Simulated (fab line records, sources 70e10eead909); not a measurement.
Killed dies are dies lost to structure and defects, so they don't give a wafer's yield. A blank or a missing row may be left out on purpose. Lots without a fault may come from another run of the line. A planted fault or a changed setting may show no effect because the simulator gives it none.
fab line records | flow nand_harc
record lots=6 wafers=18 last_day=23
route steps=1159 shown P_M1@291 END@1159
lots that met no fault: from a run of the same line without faults
start_h: hours from the record's first day to the start of the lot's first wafer shown | wait_h: hours since the lot's step before | " the same as in the row above | L1.1+2: a row that stands for several wafers | - no value, or no start given | * or withheld: withheld | < > ~ a bound
route shown NAME@n: a module of which the file shows steps, and the number in the route of the first | usual: mean/standard deviation of fault-free wafers | same: alike in all rows | chamber/n: place in a boat | sites: the reading at each site | _std_site: their standard deviation | _edge_site: outer sites' mean less inner sites' | radius_mm: how far each site lies from the wafer's centre | mask NAME#n: copy n | behind: the tool/chamber that last shaped the wafer | hold: why the lot was held/for how many hours/how that ended | device: the transistor (n, p or np) that didn't switch | end of line: the same wafers' tests at the end of the route | a step without rows: its recipe alone | killed: dies lost to structure and defects at the first sort, not the wafer's yield | map: a wafer's dies, x killed, . not, _ none there
set.NAME: the setting as run; set.NAME@STEP: as run at that earlier step | model.NAME: the simulator's own value behind a step, which no gauge read
lots at some steps of the route; a table a step, a row a wafer
services: from which hour (start_h, from the record's first day; less than 0 if before it) a tool's chamber was out of use, for how many hours, and why
## steps
# step NHARC_P_M1_EBR_05
# step NHARC_P_M1_EXPOSE_06
# recipe na=1.35 target_cd_nm=130 dose_mj=81.88 mask_id=P_M1
# step NHARC_P_M1_PEB_07
# recipe peb_temp_c=100 peb_time_s=65
# step NHARC_P_M1_DEVELOP_08
# recipe develop_time_s=35 dev_temp_c=23
# step NHARC_P_M1_CD_MEAS_09
# recipe target_cd_nm=130 landing_energy_ev=500
# usual cd_nm=130.0/0.76
# columns lot.wafer tool chamber start_h wait_h cd_nm
L152.4 cd_sem-03 0 129.61 - 129.3
L152.5 " 0 " " 129.2
L152.6 " 0 " " 129.3
L160.1 cd_sem-03 0 181.46 - 131.0
L160.2 " 0 " " 129.0
L160.3 " 0 " " 130.7
L164.2 cd_sem-03 0 192.96 - 128.2
L164.3 " 0 " " 129.8
L164.4 " 0 " " 129.3
L163.1 cd_sem-01 0 194.04 - 130.5
L163.4 " 0 " " 130.6
L163.6 " 0 " " 129.6
L170.4 cd_sem-01 0 234.79 - 129.6
L170.5 " 0 " " 130.0
L170.6 " 0 " " 130.9
L171.4 cd_sem-02 0 240.57 - 130.2
L171.5 " 0 " " 130.6
L171.6 " 0 " " 130.3
# step NHARC_P_M1_OVL_MEAS_10
# recipe pitch_nm=260
# usual overlay_x_nm=-0.1/0.85 overlay_y_nm=0.0/0.91
# columns lot.wafer tool chamber start_h wait_h overlay_x_nm overlay_y_nm
L152.4 overlay-01 - 129.69 - 0.7 1.0
L152.5 " - " " 1.0 0.8
L152.6 " - " " 0.8 0.9
L160.1 overlay-01 - 181.55 - -1.2 -0.4
L160.2 " - " " -0.7 -0.7
L160.3 " - " " -0.9 -0.9
L164.2 overlay-01 - 193.05 - -1.0 0.6
L164.3 " - " " -0.5 1.2
L164.4 " - " " -1.2 1.1
L163.1 overlay-01 - 194.13 - 0.5 -0.6
L163.4 " - " " 0.4 0.1
L163.6 " - " " 0.3 -0.2
L170.4 overlay-01 - 234.87 - -2.0 -0.6
L170.5 " - " " -1.7 -0.9
L170.6 " - " " -1.4 -0.7
L171.4 overlay-02 - 240.66 - -0.1 0.8
L171.5 " - " " -0.3 1.1
L171.6 " - " " 0.1 0.5
# step NHARC_P_M1_INSPECT_11
# usual raw_defect_count=3.8/2.3
# columns lot.wafer tool chamber start_h wait_h raw_defect_count
L152.4 defect_inspect-02 - 129.73 0.0 5
L152.5 " - " " 3
L152.6 " - " " 5
L160.1 defect_inspect-02 - 181.58 0.0 3
L160.2 " - " " 4
L160.3 " - " " 4
L164.2 defect_inspect-02 - 193.08 0.0 5
L164.3 " - " " 8
L164.4 " - " " 1
L163.1 defect_inspect-01 - 194.17 0.0 3
L163.4 " - " " 5
L163.6 " - " " 2
L170.4 defect_inspect-02 - 234.91 0.0 6
L170.5 " - " " 2
L170.6 " - " " 5
L171.4 defect_inspect-01 - 240.69 0.0 6
L171.5 " - " " 7
L171.6 " - " " 9
# step NHARC_P_M1_DESCUM_14
# recipe time_s=3 o2_flow_sccm=200 ar_flow_sccm=0 bias_power_w=0 chemistry=O2
# usual drypump_motor_current_A=5.9/0.41 oes_product_au=1.002/0.014 rf_vpp_V=58.0/0.88 showerhead_plenum_p_Torr=1.95/0.085 throttle_valve_pct=11.312/0.0091
# columns lot.wafer tool chamber start_h wait_h drypump_motor_current_A oes_product_au rf_hours_counter_h rf_vpp_V showerhead_plenum_p_Torr throttle_valve_pct
L152.4 rie_diel-05 0 129.79 0.1 5.1 1.009 2.7 58.1 1.90 11.308
L152.5 " 0 " " 5.0 0.997 - 59.2 1.90 11.311
L152.6 " 1 " " 6.5 0.983 - 59.0 1.95 11.315
L160.2 rie_diel-13 2 181.64 0.1 5.5 1.031 2.7 58.7 1.98 11.300
L160.3 " 3 " " 5.8 0.999 5.0 58.1 1.78 11.320
L160.1 " 0 " " 6.2 0.991 4.9 57.9 2.04 11.317
L164.2 rie_diel-13 0 193.14 0.1 6.2 0.996 5.9 59.0 2.04 11.309
L164.4 " 1 " " 5.4 1.009 5.6 58.4 1.99 11.323
L164.3 " 3 " " 5.8 1.000 5.9 56.8 1.78 11.304
L163.1 rie_diel-08 3 194.23 0.1 6.4 0.986 5.2 57.7 2.01 11.317
L163.4 " 3 " " 6.4 0.985 - 58.1 2.01 11.303
L163.6 " 2 " " 5.5 0.993 - 58.7 2.00 11.313
L170.5 rie_diel-13 0 235.00 0.1 6.3 0.978 - 57.7 2.04 11.311
L170.4 " 2 " " 5.6 1.020 - 57.4 1.97 11.325
L170.6 " 3 " " 5.8 1.004 - 56.5 1.78 11.312
L171.4 rie_diel-08 2 240.77 0.1 5.5 0.989 9.3 57.5 2.00 11.312
L171.6 " 0 " " 5.7 1.002 - 58.2 2.03 11.321
L171.5 " 1 " " 6.2 0.997 - 57.7 1.84 11.294
# step NHARC_P_M1_ETCH_35
# recipe target_depth_a=400 overetch_a=120 time_s=43.94 ion_energy_ev=200 n2_flow_sccm=150 h2_flow_sccm=150 ar_flow_sccm=0 rf_w=400 bias_w=150 chemistry=N2/H2
# usual bias_w=150.0/0.43 chamber_pressure_mTorr=30.00/0.035 drypump_motor_current_A=5.9/0.41 h2_flow_sccm=150.0/0.45 n2_flow_sccm=150.0/0.48 oes_product_au=1.002/0.014 rf_vpp_V=431.5/2.7 showerhead_plenum_p_Torr=2.08/0.094 throttle_valve_pct=14.172/0.0089
# columns lot.wafer tool chamber start_h wait_h bias_w chamber_pressure_mTorr drypump_motor_current_A h2_flow_sccm n2_flow_sccm oes_product_au rf_hours_counter_h rf_vpp_V showerhead_plenum_p_Torr throttle_valve_pct
L152.4 rie_diel-05 0 129.88 0.1 150.3 30.01 5.0 149.8 149.8 1.003 2.7 431.8 2.03 14.178
L152.6 " 3 " " 149.8 30.02 6.0 150.4 150.1 0.959 - 432.5 2.07 14.178
L152.5 " 0 " " 150.5 30.05 5.1 150.2 150.1 0.999 - 429.4 2.03 14.172
L160.3 rie_diel-13 2 181.73 0.1 150.6 30.03 5.6 150.8 151.1 1.027 2.7 434.8 2.11 14.173
L160.1 " 0 " " 150.3 30.00 6.3 150.5 150.3 0.986 4.9 435.0 2.18 14.174
L160.2 " 1 " " 149.8 30.01 5.4 149.5 149.8 1.019 4.8 432.3 2.12 14.172
L164.4 rie_diel-13 0 193.23 0.1 149.9 30.04 6.2 150.7 150.7 0.991 5.9 433.7 2.18 14.176
L164.2 " 2 " " 149.2 30.01 5.6 150.3 150.5 1.025 3.4 432.2 2.11 14.180
L164.3 " 3 " " 150.0 30.00 5.8 150.6 150.2 1.017 5.9 427.4 1.89 14.160
L163.1 rie_diel-08 3 194.33 0.1 149.7 30.01 6.4 149.8 149.3 0.983 5.2 433.2 2.15 14.166
L163.6 " 3 " " 150.8 29.95 6.4 149.8 150.1 0.990 - 432.4 2.15 14.167
L163.4 " 2 " " 149.9 30.02 5.5 150.2 150.6 0.995 - 433.3 2.14 14.173
L170.4 rie_diel-13 2 235.09 0.1 150.2 29.96 5.6 150.1 150.1 1.032 - 432.8 2.11 14.182
L170.5 " 3 " " 150.5 30.01 5.8 150.1 149.9 1.016 - 427.0 1.89 14.181
L170.6 " 0 " " 150.8 30.00 6.3 149.8 150.5 0.998 - 433.8 2.18 14.173
L171.4 rie_diel-08 1 240.86 0.1 149.9 30.02 6.1 149.9 150.1 0.991 8.5 428.6 1.96 14.165
L171.5 " 2 " " 149.2 29.98 5.5 149.5 149.9 1.003 - 434.6 2.13 14.176
L171.6 " 3 " " 149.4 30.00 6.5 150.2 150.0 0.993 - 434.2 2.14 14.193
# step NHARC_P_M1_ETCH_15
# recipe target_depth_a=1825 time_s=91.2 c4f8_flow_sccm=withheld ar_flow_sccm=400 rf_w=600 bias_w=300 chemistry=C4F8/Ar
# usual bias_w=299.9/0.95 chamber_pressure_mTorr=25.003/0.023 oes_product_au=0.950/0.022 rf_vpp_V=441.8/2.6
# columns lot.wafer tool chamber start_h wait_h bias_w chamber_pressure_mTorr oes_product_au rf_hours_counter_h rf_vpp_V
L152.4 rie_diel-05 0 - - 301.7 24.961 0.965 2.7 440.4
L152.6 " 3 " " 300.7 24.986 0.949 - 439.7
L152.5 " 0 " " 300.0 25.045 0.966 - 439.5
L160.2 rie_diel-13 2 - - 298.4 24.996 0.954 2.8 442.1
L160.3 " 3 " " 298.8 25.004 0.932 5.0 437.9
L160.1 " 0 " " 299.9 24.981 0.912 4.9 443.8
L164.3 rie_diel-13 1 - - 299.6 25.008 0.948 5.6 442.2
L164.4 " 2 " " 300.6 25.029 0.944 3.4 443.0
L164.2 " 0 " " 301.2 24.986 0.916 5.9 443.9
L163.1 rie_diel-08 2 - - 299.0 25.002 0.956 5.3 444.1
L163.6 " 2 " " 300.3 24.989 0.955 - 444.8
L163.4 " 3 " " 300.1 25.035 0.957 - 442.5
L170.5 rie_diel-13 2 - - 299.6 25.019 0.960 - 442.6
L170.6 " 3 " " 299.1 24.978 0.932 - 436.3
L170.4 " 0 " " 298.5 24.987 0.925 - 444.8
L171.4 rie_diel-08 1 - - 301.1 24.972 0.921 8.6 439.5
L171.6 " 1 " " 299.7 24.997 0.929 - 438.8
L171.5 " 2 " " 298.6 24.993 0.926 - 443.8
# step NHARC_P_M1_CD_MEAS_16
# usual cd_nm=129.7/1.1
# columns lot.wafer tool chamber start_h wait_h cd_nm
L152.4 cd_sem-03 - 130.10 - 130.0
L152.5 " - " " 129.9
L152.6 " - " " 129.8
L160.1 cd_sem-01 - 181.95 - 130.9
L160.2 " - " " 128.3
L160.3 " - " " 129.9
L164.2 cd_sem-02 - 193.45 - 128.0
L164.3 " - " " 129.3
L164.4 " - " " 129.9
L163.1 cd_sem-02 - 194.58 - 130.8
L163.4 " - " " 130.6
L163.6 " - " " 128.7
L170.4 cd_sem-02 - 235.33 - 128.4
L170.5 " - " " 131.2
L170.6 " - " " 129.7
L171.4 cd_sem-03 - 241.07 - 130.1
L171.5 " - " " 129.1
L171.6 " - " " 130.7
# step NHARC_P_M1_STRIP_18
# recipe power_w=1000 n2_flow_sccm=150 h2_flow_sccm=150 ar_flow_sccm=0 bias_w=0 chemistry=N2/H2
# usual drypump_motor_current_A=5.9/0.44 h2_flow_sccm=150.0/0.45 n2_flow_sccm=150.0/0.43 oes_product_au=0.999/0.014 rf_vpp_V=90.8/0.88 showerhead_plenum_p_Torr=2.06/0.087 throttle_valve_pct=14.172/0.0096
# same bias_w=0
# columns lot.wafer tool chamber start_h wait_h drypump_motor_current_A h2_flow_sccm n2_flow_sccm oes_product_au rf_hours_counter_h rf_vpp_V showerhead_plenum_p_Torr throttle_valve_pct
L152.6 rie_diel-13 3 130.27 0.2 5.8 150.0 149.3 1.009 - 91.2 1.90 14.164
L152.5 " 0 " " 6.2 149.0 150.1 0.985 - 91.6 2.18 14.174
L152.4 " 1 " " 5.4 150.0 149.7 1.005 - 92.8 2.13 14.176
L160.1 rie_diel-08 2 182.02 0.1 5.5 150.1 149.8 0.995 4 91.8 2.14 14.156
L160.2 " 3 " " 6.4 150.5 150.4 1.005 4 91.9 2.15 14.170
L160.3 " 1 " " 6.1 150.2 150.1 1.005 4 89.9 1.97 14.166
L164.4 rie_diel-05 2 193.55 0.1 5.8 150.1 149.8 0.998 1 90.2 1.96 14.189
L164.2 " 3 " " 6.0 149.5 149.9 0.994 1 91.3 2.07 14.174
L164.3 " 0 " " 5.1 148.8 149.7 1.002 1 90.2 2.03 14.169
L163.4 rie_diel-05 3 194.68 0.1 6.0 150.4 151.0 0.991 1 91.2 2.07 14.164
L163.1 " 0 " " 5.1 150.0 150.3 0.993 1 91.2 2.03 14.177
L163.6 " 3 " " 6.0 149.8 150.3 0.981 - 91.1 2.07 14.172
L170.4 rie_diel-08 2 235.44 0.1 5.5 149.7 149.7 0.996 9 91.6 2.14 14.191
L170.5 " 0 " " 5.7 149.9 150.2 1.009 - 91.9 2.17 14.179
L170.6 " 1 " " 6.1 149.2 150.0 1.013 - 91.1 1.96 14.189
L171.4 rie_diel-05 3 241.18 0.1 6.0 150.1 150.6 0.991 2 91.0 2.07 14.168
L171.6 " 1 " " 6.5 150.1 149.0 0.988 - 90.0 2.08 14.176
L171.5 " 2 " " 5.8 150.0 150.0 1.014 - 90.0 1.96 14.194
# step NHARC_P_M1_ETCH_28
# recipe target_depth_a=300 over_etch_frac=0.3 time_s=72.99 ion_energy_ev=150 cf4_flow_sccm=50 n2_flow_sccm=100 ar_flow_sccm=150 rf_w=300 bias_w=100 chemistry=CF4/N2
# usual bias_w=100.0/0.3 cf4_flow_sccm=50.02/0.16 drypump_motor_current_A=5.9/0.44 n2_flow_sccm=100.03/0.28 oes_product_au=0.999/0.014 rf_vpp_V=314.8/1.9 showerhead_plenum_p_Torr=2.66/0.1 throttle_valve_pct=19.795/0.0086
# columns lot.wafer tool chamber start_h wait_h bias_w cf4_flow_sccm drypump_motor_current_A n2_flow_sccm oes_product_au rf_hours_counter_h rf_vpp_V showerhead_plenum_p_Torr throttle_valve_pct
L152.5 rie_diel-13 1 130.49 - 100.4 50.29 5.4 100.27 1.007 - 317.1 2.73 19.786
L152.6 " 3 " " 100.1 50.09 5.8 100.33 1.009 - 311.0 2.45 19.795
L152.4 " 0 " " 99.9 49.98 6.2 99.78 1.003 - 318.5 2.79 19.809
L160.3 rie_diel-08 1 182.31 - 100.5 50.12 6.1 99.94 1.003 4 313.1 2.54 19.797
L160.1 " 2 " " 100.2 49.81 5.5 100.36 0.989 4 314.2 2.74 19.799
L160.2 " 3 " " 100.5 50.05 6.4 100.05 0.992 4 316.7 2.75 19.789
L164.3 rie_diel-05 3 193.76 - 99.7 49.85 6.0 100.14 0.993 1 315.2 2.67 19.800
L164.2 " 0 " " 99.9 49.90 5.0 100.33 1.005 1 314.8 2.61 19.808
L164.4 " 1 " " 99.7 49.87 6.5 99.62 0.992 1 315.6 2.67 19.792
L163.1 rie_diel-05 2 194.89 - 100.0 50.11 5.8 99.84 0.993 1 311.7 2.53 19.779
L163.4 " 1 " " 100.1 49.88 6.6 100.07 0.983 1 316.3 2.67 19.798
L163.6 " 2 " " 99.6 49.88 5.8 99.50 0.999 - 312.4 2.53 19.796
L170.4 rie_diel-08 3 235.64 - - - - - - - - - -
L170.6 " 2 " " - - - - - - - - -
L170.5 " 3 " " - - - - - - - - -
L171.4 rie_diel-05 0 241.39 - - - - - - - - - -
L171.6 " 2 " " - - - - - - - - -
L171.5 " 3 " " - - - - - - - - -
# step NHARC_P_M1_STRIP_19
# recipe time_s=600 temp_c=30 chemistry=post_etch_residue_remover
# step NHARC_END_SORT_01
# recipe temp_c=25
# usual defect_limited_yield=95.3/1.6 killed_at_array=28/11 killed_at_other=0.5/0.87 killed_at_periphery=2.9/2.2 killed_dies=32/11 killed_open=3.2/1.9 killed_short=1.8/1.4 sort_bin_2_pct=1.5/0.62 sort_bin_3_pct=0.22/0.18 sort_bin_4_pct=3.0/1.1 sort_n_pass=645/11 sort_rim_yield_pct=96.1/2.4 sort_yield_pct=95.3/1.6
# same gross_dies=677 sort_bin_5_pct[%]=0 sort_bin_6_pct[%]=0 sort_bin_7_pct[%]=0 sort_bin_8_pct[%]=0 sort_rim_n_gross=106.00
# columns lot.wafer tool chamber start_h wait_h hold defect_limited_yield[%] killed_at_array killed_at_other killed_at_periphery killed_dies killed_open killed_short sort_bin_2_pct[%] sort_bin_3_pct[%] sort_bin_4_pct[%] sort_n_pass sort_rim_yield_pct[%] sort_yield_pct[%]
L152.4 prober-01 0 449.85 3.4 - 96.3 20 0 5 25 3 1 0.4 0.44 2.8 652 98.1 96.3
L152.5 prober-01 0 450.65 3.7 - 96.6 20 1 2 23 2 2 1.3 0.44 1.6 654 98.1 96.6
L152.6 prober-01 0 451.46 4.0 - 95.4 29 0 2 31 1 0 1.5 0.15 3.0 646 93.4 95.4
L164.2 prober-01 0 501.53 2.8 - 94.7 34 0 2 36 1 0 1.9 0.44 3.0 641 100.0 94.7
L164.3 prober-01 0 502.33 3.1 - 94.2 33 1 5 39 3 3 1.9 0.30 3.5 638 94.3 94.2
L164.4 prober-01 0 503.13 3.4 - 93.9 39 0 2 41 5 3 2.5 0.15 3.4 636 94.3 93.9
L163.1 prober-02 0 506.85 2.5 - 97.6 12 1 3 16 3 2 0.7 0.15 1.5 661 98.1 97.6
L163.4 prober-02 0 509.24 3.4 - 97.5 16 0 1 17 3 1 0.7 0.15 1.6 660 97.2 97.5
L163.6 prober-02 0 510.83 4.0 - 96.5 17 1 6 24 5 2 1.0 0.30 2.2 653 98.1 96.5
L160.1 prober-01 0 508.53 2.5 - 94.5 28 0 9 37 5 3 1.8 0.30 3.4 640 94.3 94.5
L160.2 prober-01 0 509.32 2.8 - 94.5 34 0 3 37 2 4 1.8 0.59 3.1 640 94.3 94.5
L160.3 prober-01 0 510.10 3.1 - 95.6 25 0 5 30 3 2 1.8 0 2.7 647 98.1 95.6
L170.4 prober-01 0 553.17 3.4 await_dispo/1.8h/scrap 0 52 0 625 677 4 1 94.8 0.59 4.6 0 0 0
L170.5 prober-01 0 553.98 3.7 await_dispo/1.8h/scrap 0 42 0 635 677 2 2 95.7 0.30 4.0 0 0 0
L170.6 prober-01 0 554.78 4.0 await_dispo/1.8h/scrap 0 45 0 632 677 3 1 95.0 0.15 4.9 0 0 0
L171.4 prober-02 0 553.32 3.4 await_dispo/1.9h/scrap 0 24 0 653 677 3 1 97.2 0.30 2.5 0 0 0
L171.5 prober-02 0 554.12 3.7 await_dispo/1.9h/scrap 0 24 0 653 677 3 3 97.2 0 2.8 0 0 0
L171.6 prober-02 0 554.91 4.0 await_dispo/1.9h/scrap 0 25 0 652 677 2 2 97.0 0 3.0 0 0 0
# killed by level:class
L152.4 A_SLIT:chamber_film_flake=11 P_ZERO_WELL:chamber_film_flake=4 A_WL_FILL:chamber_film_flake=2 A_CONTACT:chamber_film_flake=2 P_CONTACT:geometric_particle:open=1 A_ONON_D1:geometric_particle:open=1 A_CHANNEL_FILL_D1:geometric_particle:open=1 A_CHANNEL_FILL_D1:geometric_particle:short=1
L152.5 A_SLIT:chamber_film_flake=7 A_WL_FILL:chamber_film_flake=5 A_ZERO_WELL:chamber_film_flake=2 P_CONTACT:geometric_particle:open=1 A_CHANNEL_FILL_D1:geometric_particle:short=1 A_CONTACT:geometric_particle:open=1 A_BLC:geometric_particle:short=1 P_GATE:chamber_film_flake=1
L152.6 A_SLIT:chamber_film_flake=13 A_WL_FILL:chamber_film_flake=6 A_CONTACT:chamber_film_flake=4 P_ZERO_WELL:chamber_film_flake=2 A_STAIRCASE:chamber_film_flake=2 A_CHANNEL_HOLE_D1:geometric_particle:open=1 A_ZERO_WELL:chamber_film_flake=1 A_CHANNEL_FILL_D1:chamber_film_flake=1
L164.2 A_CHANNEL_HOLE_D1:chamber_film_flake=13 A_SLIT:chamber_film_flake=12 A_CONTACT:chamber_film_flake=6 A_STAIRCASE:chamber_film_flake=2 A_M0:geometric_particle:open=1 P_GATE:chamber_film_flake=1 P_M1:chamber_film_flake=1
L164.3 A_CHANNEL_HOLE_D1:chamber_film_flake=11 A_SLIT:chamber_film_flake=10 A_CONTACT:chamber_film_flake=6 P_STI:chamber_film_flake=3 P_GATE:chamber_film_flake=2 A_ONON_D1:geometric_particle:open=1 A_ONON_D1:geometric_particle:short=1 A_SGD_CUT:geometric_particle:open=1
L164.4 A_CHANNEL_HOLE_D1:chamber_film_flake=11 A_SLIT:chamber_film_flake=10 A_CONTACT:chamber_film_flake=4 A_STAIRCASE:chamber_film_flake=4 A_SGD_CUT:geometric_particle:short=2 A_BLC:chamber_film_flake=2 P_CONTACT:geometric_particle:open=1 A_CHANNEL_FILL_D1:geometric_particle:short=1
L163.1 A_CHANNEL_HOLE_D1:chamber_film_flake=4 A_STAIRCASE:chamber_film_flake=3 P_GATE:geometric_particle:short=1 P_GATE:geometric_particle:open=1 A_CHANNEL_FILL_D1:geometric_particle:open=1 A_WL_FILL:geometric_particle:short=1 A_WL_FILL:geometric_particle:open=1 P_GATE:chamber_film_flake=1
L160.1 A_SLIT:chamber_film_flake=13 P_M2:chamber_film_flake=6 A_CHANNEL_HOLE_D1:chamber_film_flake=3 A_CONTACT:chamber_film_flake=3 A_STAIRCASE:chamber_film_flake=2 A_M1:chamber_film_flake=2 P_GATE:geometric_particle:open=1 P_CONTACT:geometric_particle:open=1
L163.4 A_CHANNEL_HOLE_D1:chamber_film_flake=5 A_STAIRCASE:chamber_film_flake=4 A_CONTACT:chamber_film_flake=2 A_CHANNEL_FILL_D1:geometric_particle:open=1 A_CONTACT:geometric_particle:short=1 A_CONTACT:geometric_particle:open=1 A_M0:geometric_particle:open=1 P_BONDPAD:chamber_film_flake=1
L160.2 A_SLIT:chamber_film_flake=12 A_CHANNEL_HOLE_D1:chamber_film_flake=5 A_STAIRCASE:chamber_film_flake=5 A_CONTACT:chamber_film_flake=4 A_ONON_D1:geometric_particle:short=3 A_M1:chamber_film_flake=3 P_M0:geometric_particle:open=1 A_CHANNEL_FILL_D1:geometric_particle:short=1
L160.3 A_SLIT:chamber_film_flake=12 A_CHANNEL_HOLE_D1:chamber_film_flake=4 A_STAIRCASE:chamber_film_flake=3 P_STI:chamber_film_flake=2 P_CONTACT:geometric_particle:open=1 P_M0:geometric_particle:open=1 A_WL_FILL:geometric_particle:short=1 A_BLC:geometric_particle:short=1
L163.6 A_STAIRCASE:chamber_film_flake=7 A_CHANNEL_HOLE_D1:chamber_film_flake=4 P_ZERO_WELL:chamber_film_flake=3 A_WL_FILL:chamber_film_flake=2 P_GATE:geometric_particle:short=1 P_CONTACT:geometric_particle:open=1 P_M1:geometric_particle:open=1 A_CHANNEL_FILL_D1:geometric_particle:short=1
L170.4 P_M1:area_etch=624 A_CHANNEL_HOLE_D1:chamber_film_flake=27 A_SLIT:chamber_film_flake=16 A_CONTACT:chamber_film_flake=3 A_CONTACT:geometric_particle:open=2 A_CONTACT:geometric_particle:short=1 A_M0:geometric_particle:open=1 A_M1:geometric_particle:open=1
L171.4 P_M1:area_etch=646 P_ZERO_WELL:chamber_film_flake=5 A_CHANNEL_HOLE_D1:chamber_film_flake=5 A_CONTACT:chamber_film_flake=4 A_CHANNEL_FILL_D1:chamber_film_flake=3 A_STAIRCASE:chamber_film_flake=3 A_WL_FILL:chamber_film_flake=3 P_CONTACT:geometric_particle:short=1
L170.5 P_M1:area_etch=634 A_SLIT:chamber_film_flake=17 A_CHANNEL_HOLE_D1:chamber_film_flake=14 A_CONTACT:chamber_film_flake=5 A_STAIRCASE:chamber_film_flake=2 P_CONTACT:geometric_particle:open=1 A_CHANNEL_HOLE_D1:geometric_particle:short=1 A_CONTACT:geometric_particle:short=1
L171.5 P_M1:area_etch=647 A_CHANNEL_HOLE_D1:chamber_film_flake=11 A_CONTACT:chamber_film_flake=6 P_ZERO_WELL:chamber_film_flake=2 A_WL_FILL:chamber_film_flake=2 P_M0:geometric_particle:short=1 P_M1:geometric_particle:open=1 A_CHANNEL_FILL_D1:geometric_particle:open=1
L170.6 P_M1:area_etch=629 A_CHANNEL_HOLE_D1:chamber_film_flake=18 A_SLIT:chamber_film_flake=18 A_CONTACT:chamber_film_flake=3 A_ONON_D1:geometric_particle:open=2 A_STAIRCASE:chamber_film_flake=2 P_GATE:geometric_particle:open=1 A_WL_FILL:geometric_particle:short=1
L171.6 P_M1:area_etch=647 A_CHANNEL_HOLE_D1:chamber_film_flake=7 A_CONTACT:chamber_film_flake=6 A_SGD_CUT:chamber_film_flake=3 P_ZERO_WELL:chamber_film_flake=2 P_GATE:chamber_film_flake=2 A_CHANNEL_FILL_D1:chamber_film_flake=2 A_STAIRCASE:chamber_film_flake=2
# map L170.4 (x killed, . not)
____________x____________
_________xxxxxxx_________
_______xxxxxxxxxxx_______
______xxxxxxxxxxxxx______
_____xxxxxxxxxxxxxxx_____
____xxxxxxxxxxxxxxxxx____
____xxxxxxxxxxxxxxxxx____
___xxxxxxxxxxxxxxxxxxx___
___xxxxxxxxxxxxxxxxxxx___
__xxxxxxxxxxxxxxxxxxxxx__
__xxxxxxxxxxxxxxxxxxxxx__
_xxxxxxxxxxxxxxxxxxxxxxx_
_xxxxxxxxxxxxxxxxxxxxxxx_
_xxxxxxxxxxxxxxxxxxxxxxx_
_xxxxxxxxxxxxxxxxxxxxxxx_
_xxxxxxxxxxxxxxxxxxxxxxx_
xxxxxxxxxxxxxxxxxxxxxxxxx
xxxxxxxxxxxxxxxxxxxxxxxxx
xxxxxxxxxxxxxxxxxxxxxxxxx
xxxxxxxxxxxxxxxxxxxxxxxxx
xxxxxxxxxxxxxxxxxxxxxxxxx
_xxxxxxxxxxxxxxxxxxxxxxx_
_xxxxxxxxxxxxxxxxxxxxxxx_
_xxxxxxxxxxxxxxxxxxxxxxx_
_xxxxxxxxxxxxxxxxxxxxxxx_
_xxxxxxxxxxxxxxxxxxxxxxx_
__xxxxxxxxxxxxxxxxxxxxx__
__xxxxxxxxxxxxxxxxxxxxx__
___xxxxxxxxxxxxxxxxxxx___
___xxxxxxxxxxxxxxxxxxx___
____xxxxxxxxxxxxxxxxx____
____xxxxxxxxxxxxxxxxx____
_____xxxxxxxxxxxxxxx_____
______xxxxxxxxxxxxx______
_______xxxxxxxxxxx_______
_________xxxxxxx_________
____________x____________
# map L171.4 (x killed, . not)
____________x____________
_________xxxxxxx_________
_______xxxxxxxxxxx_______
______xxxxxxxxxxxxx______
_____xxxxxxxxxxxxxxx_____
____xxxxxxxxxxxxxxxxx____
____xxxxxxxxxxxxxxxxx____
___xxxxxxxxxxxxxxxxxxx___
___xxxxxxxxxxxxxxxxxxx___
__xxxxxxxxxxxxxxxxxxxxx__
__xxxxxxxxxxxxxxxxxxxxx__
_xxxxxxxxxxxxxxxxxxxxxxx_
_xxxxxxxxxxxxxxxxxxxxxxx_
_xxxxxxxxxxxxxxxxxxxxxxx_
_xxxxxxxxxxxxxxxxxxxxxxx_
_xxxxxxxxxxxxxxxxxxxxxxx_
xxxxxxxxxxxxxxxxxxxxxxxxx
xxxxxxxxxxxxxxxxxxxxxxxxx
xxxxxxxxxxxxxxxxxxxxxxxxx
xxxxxxxxxxxxxxxxxxxxxxxxx
xxxxxxxxxxxxxxxxxxxxxxxxx
_xxxxxxxxxxxxxxxxxxxxxxx_
_xxxxxxxxxxxxxxxxxxxxxxx_
_xxxxxxxxxxxxxxxxxxxxxxx_
_xxxxxxxxxxxxxxxxxxxxxxx_
_xxxxxxxxxxxxxxxxxxxxxxx_
__xxxxxxxxxxxxxxxxxxxxx__
__xxxxxxxxxxxxxxxxxxxxx__
___xxxxxxxxxxxxxxxxxxx___
___xxxxxxxxxxxxxxxxxxx___
____xxxxxxxxxxxxxxxxx____
____xxxxxxxxxxxxxxxxx____
_____xxxxxxxxxxxxxxx_____
______xxxxxxxxxxxxx______
_______xxxxxxxxxxx_______
_________xxxxxxx_________
____________x____________
## services
# columns tool chamber start_h hours kind
rie_diel-13 0 108.00 - clean
rie_diel-13 1 108.00 - clean
rie_diel-13 2 108.00 - clean
rie_diel-13 3 108.00 - clean
rie_diel-13 - 119.40 0.2 repair
rie_diel-13 2 123.77 21.7 repair
rie_diel-08 - 124.88 9.0 pm
rie_diel-13 0 132.50 - clean
rie_diel-13 1 132.50 - clean
rie_diel-13 3 132.50 - clean
rie_diel-13 3 134.00 1.8 repair
rie_diel-08 1 141.25 6.0 repair
rie_diel-13 0 157.00 - clean
rie_diel-13 1 157.00 - clean
rie_diel-13 2 157.00 - clean
rie_diel-13 3 157.00 - clean
rie_diel-05 - 163.60 9.0 pm
rie_diel-13 0 181.50 - clean
rie_diel-13 1 181.50 - clean
rie_diel-13 2 181.50 - clean
rie_diel-13 3 181.50 - clean
rie_diel-13 0 206.00 - clean
rie_diel-13 1 206.00 - clean
rie_diel-13 1 223.23 23.2 repair
## key
first_sign step=NHARC_P_M1_ETCH_28 reading=tool_record direction=missing
effect step=NHARC_END_SORT_01 reading=killed_at_periphery direction=up sigmas=99+ usual=2.9 struck=641.7
more_kills_born_at NHARC_P_M1_ETCH_28@rie_diel-05=1940 NHARC_P_M1_ETCH_28@rie_diel-08=1887
met_at NHARC_P_M1_ETCH_28
struck_wafers L170.4,L170.5,L170.6,L171.4,L171.5,L171.6
later_rows_left_out L170.4,L170.5,L170.6,L171.4,L171.5,L171.6
onset_between 194.89 235.64
fault kind=skipped_step_whole tool=rie_diel-05,rie_diel-08 chamber=- onset_h=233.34 steps=NHARC_P_M1_ETCH_28 scope=struck_lots_only
# later_rows_left_out: the simulator's readings of these wafers behind a module that went badly wrong aren't trusted and aren't shown, but for the sort
